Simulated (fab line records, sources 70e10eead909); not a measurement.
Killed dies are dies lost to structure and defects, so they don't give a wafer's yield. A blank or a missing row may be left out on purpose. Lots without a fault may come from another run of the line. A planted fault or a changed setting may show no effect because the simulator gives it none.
Which tool did it? | flow nand_harc | 6 lots, 17 wafers sampled, at 5 steps of a route of 1302

WHAT THE GAUGES READ, wafer by wafer
NHARC_END_SORT_01.
lot  | measured     | on        | killed_dies
L654 | day 25 12:31 | prober-02 | 88 85 87
L656 | day 26 13:35 | prober-02 | 68 62 57
L659 | day 28 12:52 | prober-02 | 68 69 63
L662 | day 29 10:19 | prober-01 | 87 71 81
L668 | day 31 05:10 | prober-02 | 677 58
L674 | day 33 21:01 | prober-01 | 29 45 30

WHICH TOOL RAN EACH LOT (tool, then ch and the chambers of the sampled wafers, then the start)
lot  | NHARC_A_STAIRCASE_ETCH_170                    | NHARC_A_STAIRCASE_TRIM_12          | NHARC_A_STAIRCASE_TRIM_18                     | NHARC_A_STAIRCASE_ETCH_23
L654 | rie_diel-10 ch 0,2,3, day 16 17:00 or earlier | rie_diel-03 ch 0,1,2, day 16 17:00 | rie_diel-03 ch 0,1,2, day 25 12:31 or earlier | rie_diel-10 ch 0,1,3, day 25 12:31 or earlier
L656 | rie_diel-03 ch 0,2, day 18 01:36 or earlier   | rie_diel-10 ch 0,1,2, day 18 01:36 | rie_diel-10 ch 0,2, day 26 13:35 or earlier   | rie_diel-03 ch 1,3, day 26 13:35 or earlier
L659 | rie_diel-10 ch 0,1, day 19 14:30 or earlier   | rie_diel-08 ch 0,3, day 19 14:30   | rie_diel-08 ch 1,2,3, day 28 12:52 or earlier | rie_diel-08 ch 1,2, day 28 12:52 or earlier
L662 | rie_diel-10 ch 0,2,3, day 20 07:44 or earlier | rie_diel-08 ch 2,3, day 20 07:44   | rie_diel-08 ch 1,2,3, day 29 10:19 or earlier | rie_diel-08 ch 1,3, day 29 10:19 or earlier
L668 | rie_diel-03 ch 0,2, day 22 08:02 or earlier   | rie_diel-08 ch 0,2, day 22 08:02   | rie_diel-08 ch 2,3, day 31 05:10 or earlier   | rie_diel-03 ch 1,2, day 31 05:10 or earlier
L674 | rie_diel-08 ch 1,2,3, day 25 05:37 or earlier | rie_diel-08 ch 1,2,3, day 25 05:37 | rie_diel-08 ch 0,2, day 33 21:01 or earlier   | rie_diel-03 ch 1,2,3, day 33 21:01 or earlier
- NHARC_A_STAIRCASE_ETCH_170: etches the open film in C4F6/O2, target depth 200 nm, time 66.667 s.
- NHARC_A_STAIRCASE_TRIM_12: chemistry O2, time 211.2 s.
- NHARC_A_STAIRCASE_TRIM_18: chemistry O2, time 211.2 s.
- NHARC_A_STAIRCASE_ETCH_23: etches the open film in C4F8/O2, target depth 100 nm, time 40.5 s.

THE ANSWER, worked out from the rows above alone
Rule: what is usual is taken from the lots themselves. Put in order of their means at a reading, lots are off if they are a third of the lots or fewer, leave a main group of 4 or more, and stand apart from it by a gap of 3 or more times the standard deviation of the main group's means; of several such gaps the widest counts. A main group whose means are all the same, to the digits that the tables above print for the reading, isn't used. A lot without any number at a reading at which 4 lots or more have one is off too. The other lots that the step has rows for count as sound.
Off: L668, at NHARC_END_SORT_01 (killed_dies). The main group: mean 66, standard deviation 18.
A tool fits if, at a process step before that reading, it ran every lot that is off, and no sound lot after the first of them. The gauges at NHARC_END_SORT_01 are tried like those tools. NHARC_A_STAIRCASE_ETCH_170 gives no start for some lots, so the hours and the order of its lots are those of NHARC_A_STAIRCASE_TRIM_12. NHARC_A_STAIRCASE_TRIM_18 gives no start for some lots, so the hours and the order of its lots are those of NHARC_END_SORT_01. NHARC_A_STAIRCASE_ETCH_23 gives no start for some lots, so the hours and the order of its lots are those of NHARC_END_SORT_01. Can't be told from this: 2 tools fit, rie_diel-03 at NHARC_A_STAIRCASE_ETCH_170, prober-02 at NHARC_END_SORT_01.

WHAT THE SIMULATOR HAD PUT IN
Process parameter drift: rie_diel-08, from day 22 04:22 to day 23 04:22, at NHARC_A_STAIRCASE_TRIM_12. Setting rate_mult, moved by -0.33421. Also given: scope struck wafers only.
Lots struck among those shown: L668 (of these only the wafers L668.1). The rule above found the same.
